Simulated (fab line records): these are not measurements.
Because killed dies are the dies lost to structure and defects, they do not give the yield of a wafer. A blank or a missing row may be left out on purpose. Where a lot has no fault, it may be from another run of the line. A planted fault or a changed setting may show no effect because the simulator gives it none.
fab line records    flow n5Finfet
record lots=10  wafers=30  lastDay=18
route steps=1938 shown GATE_CUT@487 BEOL_M4@1111 PASSIVATION@1936
lots that met no fault: from a run of the same line without faults
startH: start of the lot's first displayed wafer, in hours after the record's first day    waitH: hours since the lot's step before    " identical to the entry in the row above    L1.1+2: a single row standing in for several wafers    - value missing, or start not given    * or withheld: withheld    < > ~ a bound
route shown NAME@n: names a module that has steps shown in the file, with the first one's number in the route    usual: mean and standard deviation over wafers with no fault    same: alike in all rows    chamber/n: place in a boat    sites: per-site readings    _std_site: the values' standard deviation    _edge_site: inner sites' mean taken away from outer sites' mean    radiusMm: for every site, how far away it sits from the centre of the wafer    mask NAME#n: copy n    behind: the most recent tool/chamber to have shaped the wafer    hold: what put the lot on hold/how long, in hours/how the hold closed    device: whichever transistor did not switch (one of n, p or np)    end of line: the route-end tests of the same wafers    for a step that has no rows: nothing shown but its recipe    killed: count of dies lost to structure and defects at first sort (not the wafer's yield)    map: shows each die of a wafer: x if killed, . if not, _ if none is there
set.NAME: the setting that was run; set.NAME@STEP: the one run at that earlier step    model.NAME: the simulator's own value behind a step, which no gauge read
one table for each step of the route and one row for each wafer, over a sample of lots
services: when a tool's chamber went out of use (startH, in hours from the record's first day, below 0 if earlier), for how many hours, and the reason
## steps
# step N5_GATE_CUT_CD_MEAS_13
# recipe targetCdNm=20  landingEnergyEv=500  detector=seInlens
# usual cdNm=19.90/0.28
lot.wafer  tool      chamber  startH  waitH  cdNm
L205.1     cdSem-02  0        90.69   -      19.73
L205.5     "         0        "       "      20.24
L205.6     "         0        "       "      19.73
L209.2     cdSem-01  0        113.31  -      20.49
L209.5     "         0        "       "      19.78
L209.6     "         0        "       "      20.22
L211.1     cdSem-02  0        128.57  -      19.45
L211.4     "         0        "       "      19.62
L211.6     "         0        "       "      19.74
L214.1     cdSem-03  0        148.62  -      19.80
L214.5     "         0        "       "      19.42
L214.6     "         0        "       "      20.04
L215.2     cdSem-02  0        151.14  -      20.20
L215.3     "         0        "       "      19.59
L215.5     "         0        "       "      20.26
L216.1     cdSem-02  0        158.89  -      19.90
L216.5     "         0        "       "      19.95
L216.6     "         0        "       "      20.39
L219.1     cdSem-03  0        176.32  -      19.82
L219.2     "         0        "       "      20.07
L219.5     "         0        "       "      19.81
L220.1     cdSem-01  0        186.72  -      19.70
L220.3     "         0        "       "      19.90
L220.4     "         0        "       "      19.88
L225.2     cdSem-01  0        213.16  -      19.48
L225.3     "         0        "       "      19.36
L225.4     "         0        "       "      19.82
L227.1     cdSem-03  0        225.19  -      20.22
L227.5     "         0        "       "      19.94
L227.6     "         0        "       "      19.68
# step N5_GATE_CUT_OVL_MEAS_14
# recipe pointsPerWafer=522
# usual GATE_CUT_OVL=0.1/0.77
lot.wafer  tool        chamber  startH  waitH  GATE_CUT_OVL[nm]
L205.1     overlay-02  0        90.72   0.0    -0.3
L205.5     "           0        "       "      0.5
L205.6     "           0        "       "      0.1
L209.2     overlay-01  0        113.35  0.0    -1.0
L209.5     "           0        "       "      -1.0
L209.6     "           0        "       "      -0.5
L211.1     overlay-02  0        128.61  0.0    0.8
L211.4     "           0        "       "      0.1
L211.6     "           0        "       "      1.7
L214.1     overlay-02  0        148.65  0.0    -1.1
L214.5     "           0        "       "      -0.9
L214.6     "           0        "       "      -0.1
L215.2     overlay-01  0        151.18  0.0    0.4
L215.3     "           0        "       "      -0.2
L215.5     "           0        "       "      0.6
L216.1     overlay-02  0        158.92  0.0    -0.1
L216.5     "           0        "       "      0.9
L216.6     "           0        "       "      -1.0
L219.1     overlay-01  0        176.35  0.0    1.0
L219.2     "           0        "       "      1.5
L219.5     "           0        "       "      0.5
L220.1     overlay-02  0        186.75  0.0    1.5
L220.3     "           0        "       "      0.5
L220.4     "           0        "       "      2.0
L225.2     overlay-02  0        213.20  0.0    0.1
L225.3     "           0        "       "      -0.2
L225.4     "           0        "       "      0.1
L227.1     overlay-02  0        225.22  0.0    1.0
L227.5     "           0        "       "      0.1
L227.6     "           0        "       "      -0.7
# step N5_GATE_CUT_HM_OPEN_40
# recipe chemistry=C4F6/O2  target=SiO2  maskMaterial=SiARC  targetDepthA=1390  timeS=85.1  ionEnergyEv=250  pressureMtorr=30  sourceW=345  biasW=185  Ar_flow_sccm=300  C4F6_flow_sccm=10  O2_flow_sccm=10  ends=cleared
# usual drypumpMotorCurrentA=5.6/0.43  etchRfOnTimeS=95.5/2.2  oesProductAu=0.67/0.052  rfVppV=665/13  showerheadPlenumPTorr=2.84/0.063  throttleValvePct=20.99/0.13
lot.wafer  tool        chamber  startH  waitH  drypumpMotorCurrentA  etchRfOnTimeS  oesProductAu  rfHoursCounterH  rfVppV  showerheadPlenumPTorr  throttleValvePct
L205.1     rieDiel-04  2        91.06   0.0    6.5                   92.2           0.63          214              669     2.72                   20.94
L205.5     "           0        "       "      6.2                   94.3           0.68          -                677     2.85                   21.03
L205.6     "           3        "       "      5.0                   97.1           0.62          -                652     2.82                   21.11
L209.2     rieDiel-05  3        113.60  0.0    5.8                   95.0           0.70          141              679     2.83                   20.92
L209.5     "           2        "       "      5.2                   96.4           0.68          -                647     2.85                   20.81
L209.6     "           1        "       "      5.6                   99.6           0.65          -                658     2.82                   20.90
L211.1     rieDiel-05  3        128.86  0.0    5.8                   92.8           0.69          148              678     2.83                   20.94
L211.4     "           0        "       "      5.8                   94.4           0.66          175              673     2.94                   21.01
L211.6     "           0        "       "      5.8                   95.4           0.67          -                674     2.94                   21.01
L214.1     rieDiel-03  0        148.91  0.0    5.5                   93.3           0.79          47               662     2.78                   20.89
L214.5     "           1        "       "      5.1                   94.0           0.70          -                676     2.85                   20.96
L214.6     "           0        "       "      5.5                   98.6           0.78          -                662     2.78                   20.90
L215.2     rieDiel-04  1        151.69  0.0    5.5                   96.9           0.71          105              645     2.86                   21.20
L215.3     "           3        "       "      5.0                   96.7           0.62          230              648     2.82                   21.15
L215.5     "           3        "       "      5.0                   97.5           0.61          -                650     2.82                   21.14
L216.1     rieDiel-03  0        159.17  0.0    5.5                   96.5           0.78          51               662     2.78                   20.92
L216.5     "           3        "       "      5.6                   94.1           0.69          -                690     2.96                   21.27
L216.6     "           2        "       "      5.1                   99.7           0.60          -                669     2.93                   20.87
L219.1     rieDiel-03  2        176.61  0.0    5.0                   95.0           0.60          247              669     2.92                   20.88
L219.2     "           0        "       "      5.5                   94.2           0.77          56               663     2.78                   20.92
L219.5     "           0        "       "      5.5                   94.9           0.77          -                662     2.78                   20.92
L220.1     rieDiel-05  2        187.06  0.0    5.2                   95.4           0.65          179              647     2.84                   20.87
L220.3     "           0        "       "      5.8                   93.9           0.65          191              673     2.93                   21.02
L220.4     "           3        "       "      5.8                   96.4           0.68          165              677     2.82                   20.95
L225.2     rieDiel-05  2        213.63  0.0    5.3                   94.5           0.65          185              646     2.83                   20.86
L225.3     "           0        "       "      5.8                   93.8           0.65          199              674     2.93                   21.04
L225.4     "           1        "       "      5.5                   100.0          0.63          199              655     2.81                   20.96
L227.1     rieDiel-04  0        225.47  0.0    6.1                   93.7           0.65          200              678     2.84                   21.07
L227.5     "           0        "       "      6.2                   93.9           0.66          -                679     2.84                   21.06
L227.6     "           3        "       "      5.0                   98.1           0.61          -                649     2.81                   21.17
# step N5_GATE_CUT_CUT_ETCH_54
# recipe chemistry=Cl2/BCl3  target=TiN  maskMaterial=SiO2  targetDepthA=967  pressureMtorr=10  icpW=1000  biasW=126  Cl2_flow_sccm=53.25  bcl3FlowSccm=21.75  Ar_flow_sccm=25  ends=cleared
# usual drypumpMotorCurrentA=5.8/0.41  etchRfOnTimeS=36.5/0.52  heBacksideLeakSccm=3.37/0.26  oesProductAu=0.67/0.1  throttleValvePct=22.23/0.19
lot.wafer  tool         chamber  startH  waitH  drypumpMotorCurrentA  etchRfOnTimeS  heBacksideLeakSccm  oesProductAu  rfHoursCounterH  throttleValvePct
L205.1     rieMetal-03  1        91.35   0.0    5.7                   37.1           3.63                0.53          145              22.84
L205.5     "            1        "       "      5.7                   37.2           3.32                0.52          -                22.82
L205.6     "            0        "       "      6.2                   36.3           3.23                0.72          -                22.36
L209.2     rieMetal-01  0        113.89  0.0    5.3                   37.2           3.44                0.55          124              21.98
L209.5     "            1        "       "      6.3                   36.6           3.53                0.61          -                22.13
L209.6     "            0        "       "      5.4                   37.2           3.48                0.55          -                22.01
L211.1     rieMetal-02  1        129.15  0.0    5.3                   36.7           2.82                0.78          12               22.47
L211.4     "            1        "       "      5.3                   36.6           2.74                0.78          -                22.47
L211.6     "            1        "       "      5.3                   36.5           3.07                0.78          -                22.46
L214.1     rieMetal-03  0        149.20  0.0    6.2                   36.5           3.09                0.72          37               22.37
L214.5     "            1        "       "      5.7                   37.5           3.37                0.88          -                22.37
L214.6     "            0        "       "      6.1                   36.5           3.15                0.70          -                22.38
L215.2     rieMetal-03  0        151.98  0.0    6.2                   26.4           2.97                0.87          37               22.17
L215.3     "            0        "       "      6.2                   26.2           3.07                0.87          -                22.17
L215.5     "            1        "       "      5.7                   26.9           3.52                1.07          -                22.14
L216.1     rieMetal-03  0        159.46  0.0    6.2                   26.5           3.26                0.86          38               22.18
L216.5     "            0        "       "      6.2                   26.4           3.40                0.87          -                22.18
L216.6     "            1        "       "      5.7                   26.8           3.24                1.07          -                22.13
L219.1     rieMetal-03  1        176.90  0.0    5.7                   26.5           3.58                1.06          3                22.13
L219.2     "            0        "       "      6.2                   26.3           2.99                0.86          39               22.17
L219.5     "            1        "       "      5.7                   26.8           3.33                1.05          -                22.14
L220.1     rieMetal-02  0        187.34  0.0    5.8                   35.3           3.40                0.64          81               22.05
L220.3     "            1        "       "      5.2                   36.1           3.19                0.77          -                22.47
L220.4     "            0        "       "      5.8                   35.9           3.42                0.64          -                22.08
L225.2     rieMetal-01  1        213.99  0.1    6.3                   36.1           3.52                0.60          -                22.16
L225.3     "            1        "       "      6.3                   36.0           3.65                0.60          -                22.16
L225.4     "            1        "       "      6.3                   36.0           3.63                0.60          -                22.16
L227.1     rieMetal-02  0        225.76  0.0    5.8                   35.7           3.51                0.63          84               22.08
L227.5     "            0        "       "      5.8                   35.6           3.16                0.63          -                22.07
L227.6     "            1        "       "      5.2                   36.0           3.13                0.76          -                22.48
# step N5_BEOL_M4_RC_MEAS_101
# usual DIBL_N=36.2/1.6  DIBL_P=36.1/2  IOFF_N=0.16/0.032  IOFF_P=0.22/0.036  ION_N=672/11  ION_P=463/7.5  SS_N=71.4/0.58  SS_P=73.2/0.67  VT_N=250/3.3  VT_P=-250/3.3
lot.wafer  tool       chamber  startH  waitH  DIBL_N[mV/V]  DIBL_P[mV/V]  IOFF_N[nA/um]  IOFF_P[nA/um]  ION_N[uA/um]  ION_P[uA/um]  SS_N[mV/dec]  SS_P[mV/dec]  VT_N[mV]  VT_P[mV]
L205.1     prober-01  0        175.49  0.0    35.8          35.9          0.15           0.24           678           477           71.1          73.3          249       -246
L205.5     "          0        "       "      33.8          32.6          0.11           0.19           659           464           70.3          72.6          253       -251
L205.6     "          0        "       "      35.6          34.7          0.15           0.22           672           470           71.3          72.8          248       -247
L209.2     prober-01  0        200.53  0.2    37.3          36.4          0.17           0.23           673           467           71.5          73.2          250       -247
L209.5     "          0        "       "      36.5          34.5          0.17           0.20           678           459           71.8          72.7          247       -249
L209.6     "          0        "       "      34.3          33.2          0.13           0.18           668           457           70.1          72.1          249       -250
L211.1     prober-02  0        213.45  0.0    34.3          33.8          0.13           0.17           659           452           71.4          72.2          255       -256
L211.4     "          0        "       "      33.2          33.0          0.12           0.15           648           440           70.8          72.7          257       -258
L211.6     "          0        "       "      35.8          37.2          0.16           0.22           670           458           71.2          73.9          249       -252
L214.1     prober-02  0        234.37  0.0    36.8          37.0          0.18           0.23           673           461           71.7          73.3          248       -250
L214.5     "          0        "       "      36.4          36.5          0.18           0.22           676           470           71.3          73.8          249       -251
L214.6     "          0        "       "      34.8          35.0          0.15           0.21           676           465           71.6          73.7          248       -248
L215.2     prober-01  0        238.05  0.2    35.3          35.8          0.15           0.24           675           474           71.6          72.6          250       -246
L215.3     "          0        "       "      36.7          37.5          0.18           0.27           681           474           72.1          73.8          247       -243
L215.5     "          0        "       "      36.0          36.4          0.15           0.24           677           471           71.7          73.5          250       -247
L216.1     prober-02  0        246.98  0.0    33.7          33.0          0.12           0.19           657           461           70.5          72.0          252       -246
L216.5     "          0        "       "      35.4          35.0          0.15           0.23           681           468           71.2          72.8          250       -245
L216.6     "          0        "       "      36.2          35.8          0.18           0.23           686           474           71.4          73.0          247       -244
L219.1     prober-02  0        270.23  0.0    35.3          35.2          0.15           0.20           676           465           71.4          73.8          248       -251
L219.2     "          0        "       "      41.1          40.7          0.29           0.29           699           466           73.2          74.8          240       -247
L219.5     "          0        "       "      36.6          37.4          0.17           0.23           674           466           71.1          73.8          247       -247
L220.1     prober-02  0        276.46  0.0    34.2          33.8          0.13           0.18           647           455           70.6          72.7          253       -253
L220.3     "          0        "       "      33.3          32.6          0.13           0.17           657           459           70.6          72.4          251       -251
L220.4     "          0        "       "      36.3          36.6          0.17           0.23           665           457           72.2          73.4          248       -250
L225.2     prober-02  0        294.98  0.2    33.0          30.8          0.11           0.15           649           449           71.1          72.6          257       -254
L225.3     "          0        "       "      38.4          38.8          0.20           0.27           676           463           71.9          74.0          248       -244
L225.4     "          0        "       "      35.4          34.2          0.13           0.19           670           463           71.2          72.6          251       -249
L227.1     prober-02  0        339.85  0.0    38.7          39.5          0.20           0.25           694           469           72.4          73.6          244       -246
L227.5     "          0        "       "      36.5          37.2          0.16           0.22           679           470           72.2          73.4          250       -247
L227.6     "          0        "       "      34.7          35.7          0.13           0.20           661           465           71.4          72.2          252       -252
# step N5_PASSIVATION_PROBE_49
# usual defectLimitedYield=91.4/1.3  killed_at_M0_to_M3=34/10  killed_at_M4_up=14/5.6  killedAtContacts=13/5.9  killedAtFrontEnd=37/9.9  killedAtOther=3.5/2.8  killedDies=101/15  killedOpen=67/12  killedShort=32/6.6  sort_bin_4_leakage=0.00/0.014  sort_bin_5_function=5.0/0.81  sort_bin_6_memory=3.2/0.66  sortNPass=1079/15  sortYieldPct=91.4/1.3
# same grossDies=1180  killedAtBackSide=0  sort_bin_8_speed[%]=0
lot.wafer  tool       chamber  startH  waitH  defectLimitedYield[%]  killed_at_M0_to_M3  killed_at_M4_up  killedAtContacts  killedAtFrontEnd  killedAtOther  killedDies  killedOpen  killedShort  sort_bin_4_leakage[%]  sort_bin_5_function[%]  sort_bin_6_memory[%]  sortNPass  sortYieldPct[%]
L209.2     prober-01  -        311.72  0.1    92.3                   39                  25               7                 18                2              91          66          25           0                      5.3                     2.3                   1089       92.3
L209.5     prober-01  -        311.87  0.2    92.0                   35                  21               10                28                0              94          70          24           0                      5.1                     2.9                   1086       92.0
L209.6     prober-01  -        311.92  0.3    92.0                   35                  20               10                27                2              94          63          28           0                      4.4                     3.1                   1086       92.0
L214.1     prober-02  -        337.09  0.0    91.9                   45                  8                10                29                4              96          68          28           0                      4.9                     3.1                   1084       91.9
L214.5     prober-02  -        337.29  0.2    90.5                   43                  18               4                 46                1              112         78          34           0                      5.3                     4.0                   1068       90.5
L214.6     prober-02  -        337.34  0.3    89.1                   57                  11               11                45                5              129         86          43           0                      6.4                     4.2                   1051       89.1
# killed by level:class
L209.2 BEOL_M0_SAQP:geometricParticle:open=11 BEOL_M4:geometricParticle:open=11 BEOL_M2:geometricParticle:open=9 BEOL_M3:geometricParticle:open=8 BEOL_M5:geometricParticle:open=5 MOL_CONTACT_COAG:geometricParticle:open=5 BEOL_M0_SAQP:geometricParticle:short=4 FIN_SAQP:geometricParticle:open=3
L209.5 BEOL_M3:geometricParticle:open=11 BEOL_M4:geometricParticle:open=11 BEOL_M0_SAQP:geometricParticle:short=9 MOL_CONTACT_COAG:geometricParticle:open=8 BEOL_M2:geometricParticle:open=8 STI_FIN_REVEAL:geometricParticle:open=5 ILD0:geometricParticle:open=4 GATE_CUT:geometricParticle:open=4
L209.6 BEOL_M3:geometricParticle:open=10 MOL_CONTACT_COAG:geometricParticle:open=9 BEOL_M0_SAQP:geometricParticle:open=9 BEOL_M4:geometricParticle:open=9 FIN_SAQP:geometricParticle:open=7 BEOL_M0_SAQP:geometricParticle:short=5 FIN_SAQP:geometricParticle:short=4 BEOL_M2:geometricParticle:open=4
L214.1 BEOL_M0_SAQP:geometricParticle:open=9 MOL_CONTACT_COAG:geometricParticle:open=8 BEOL_M2:geometricParticle:open=8 STI_FIN_REVEAL:geometricParticle:open=7 BEOL_M0_SAQP:geometricParticle:short=7 BEOL_M3:geometricParticle:open=7 BEOL_M1:geometricParticle:open=6 FIN_SAQP:geometricParticle:short=4
L214.5 BEOL_M2:geometricParticle:open=15 STI_FIN_REVEAL:geometricParticle:open=11 BEOL_M0_SAQP:geometricParticle:short=7 BEOL_M5:geometricParticle:open=6 FIN_SAQP:geometricParticle:open=6 BEOL_M4:geometricParticle:open=6 BEOL_M1:geometricParticle:open=5 BEOL_M3:geometricParticle:open=5
L214.6 BEOL_M0_SAQP:geometricParticle:short=14 BEOL_M0_SAQP:geometricParticle:open=13 BEOL_M1:geometricParticle:open=11 DUMMY_GATE:geometricParticle:open=9 MOL_CONTACT_COAG:geometricParticle:open=9 FIN_SAQP:geometricParticle:short=7 STI_FIN_REVEAL:geometricParticle:open=7 BEOL_M2:geometricParticle:open=7
## services
tool         chamber  startH  hours  kind
rieDiel-03   -        78.65   2.5    repair
rieMetal-02  -        107.96  1.2    repair
rieMetal-03  1        116.88  -      clean
rieMetal-03  1        116.88  23.2   scheduledDown
rieMetal-03  1        116.88  23.2   ventCycle
rieDiel-04   -        118.88  14.6   pm
rieDiel-04   3        164.80  1.4    repair
rieDiel-03   2        186.93  -      clean
rieDiel-03   2        186.93  -      consumableReplace:focusRing
rieDiel-03   2        186.93  16.4   scheduledDown
rieDiel-03   2        186.93  16.4   ventCycle
rieDiel-03   1        194.09  2.4    repair
rieMetal-03  0        196.03  8.7    repair
rieMetal-01  0        211.92  -      clean
rieMetal-01  0        211.92  22.0   scheduledDown
rieMetal-01  0        211.92  22.0   ventCycle
## key
firstSign step=N5_GATE_CUT_CUT_ETCH_54  reading=etchRfOnTimeS  direction=down  sigmas=19  usual=*  struck=*
effect none on later readings
metAt N5_GATE_CUT_CUT_ETCH_54
struckLots L215,L216,L219
rowsEnd L216.1,L216.5,L216.6
notActingAt N5_GATE_CUT_CD_MEAS_13,N5_GATE_CUT_OVL_MEAS_14,N5_GATE_CUT_HM_OPEN_40
onsetBetween 149.20 151.98
earlierFault kind=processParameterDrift  tool=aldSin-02  chamber=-  onsetH=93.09  steps=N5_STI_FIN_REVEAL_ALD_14  channel=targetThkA  offset=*  shape=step  actsIn=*  stated=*
fault kind=processParameterDrift  tool=rieMetal-03  chamber=-  onsetH=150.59  steps=N5_GATE_CUT_CUT_ETCH_54  channel=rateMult  offset=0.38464  shape=step
# rowsEnd: these wafers met a further fault down the route, and their rows from its step on are left out
